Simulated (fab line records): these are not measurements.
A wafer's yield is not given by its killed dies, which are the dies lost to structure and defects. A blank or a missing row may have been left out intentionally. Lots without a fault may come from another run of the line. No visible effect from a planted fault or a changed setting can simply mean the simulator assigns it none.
Matching of chambers || flow n5_finfet || N5_BEOL_M0_SAQP_ETCH_106 on rie_diel-01: 4 sister chambers
The step etches SOC in N2/H2, stops on SiNx, target depth 150 nm. 4 wafers are shown with their chamber, then 8 later ones without.

== WAFERS, EACH WITH ITS CHAMBER ==
{"wafer": "L083.2", "chamber": 2, "showerhead_plenum_p_Torr (Torr)": 2.64}
{"wafer": "L087.1", "chamber": 3, "showerhead_plenum_p_Torr (Torr)": 2.62}
{"wafer": "L087.3", "chamber": 1, "showerhead_plenum_p_Torr (Torr)": 2.54}
{"wafer": "L090.1", "chamber": 0, "showerhead_plenum_p_Torr (Torr)": 2.60}

== WAFERS WITH NO CHAMBER GIVEN ==
{"wafer": "L090.3", "showerhead_plenum_p_Torr (Torr)": 2.63}
{"wafer": "L090.6", "showerhead_plenum_p_Torr (Torr)": 2.54}
{"wafer": "L093.1", "showerhead_plenum_p_Torr (Torr)": 2.53}
{"wafer": "L093.4", "showerhead_plenum_p_Torr (Torr)": 2.63}
{"wafer": "L093.6", "showerhead_plenum_p_Torr (Torr)": 2.60}
{"wafer": "L096.1", "showerhead_plenum_p_Torr (Torr)": 2.60}
{"wafer": "L096.4", "showerhead_plenum_p_Torr (Torr)": 2.61}
{"wafer": "L096.5", "showerhead_plenum_p_Torr (Torr)": 2.61}

== THE CHAMBER EACH PASSED THROUGH ==
{"wafer": "L090.3", "from the rows above": "can't be placed: 3 or 2", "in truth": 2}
{"wafer": "L090.6", "from the rows above": 1, "in truth": 1}
{"wafer": "L093.1", "from the rows above": 1, "in truth": 1}
{"wafer": "L093.4", "from the rows above": "can't be placed: 3 or 2", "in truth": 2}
{"wafer": "L093.6", "from the rows above": 0, "in truth": 0}
{"wafer": "L096.1", "from the rows above": 0, "in truth": 0}
{"wafer": "L096.4", "from the rows above": "can't be placed: 0 or 3", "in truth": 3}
{"wafer": "L096.5", "from the rows above": "can't be placed: 0 or 3", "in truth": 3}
Placed correctly: 4 of 8. From these rows, 4 cannot be placed; in 4 the true chamber is one of the candidates. Placed wrongly: 0.
How it was worked out, from the rows above alone: a wafer's distance from a chamber is the root of the sum, over the readings, of the square of ((its reading less the chamber's mean) divided by the reading's scatter). If the next closest chamber is less than 2 further off than the closest, the wafer can't be placed; otherwise it belongs to the closest. A chamber's mean is the mean of its shown wafers. The scatter: root of mean squared gap, hidden wafer to nearest shown wafer, with one shown wafer a chamber.
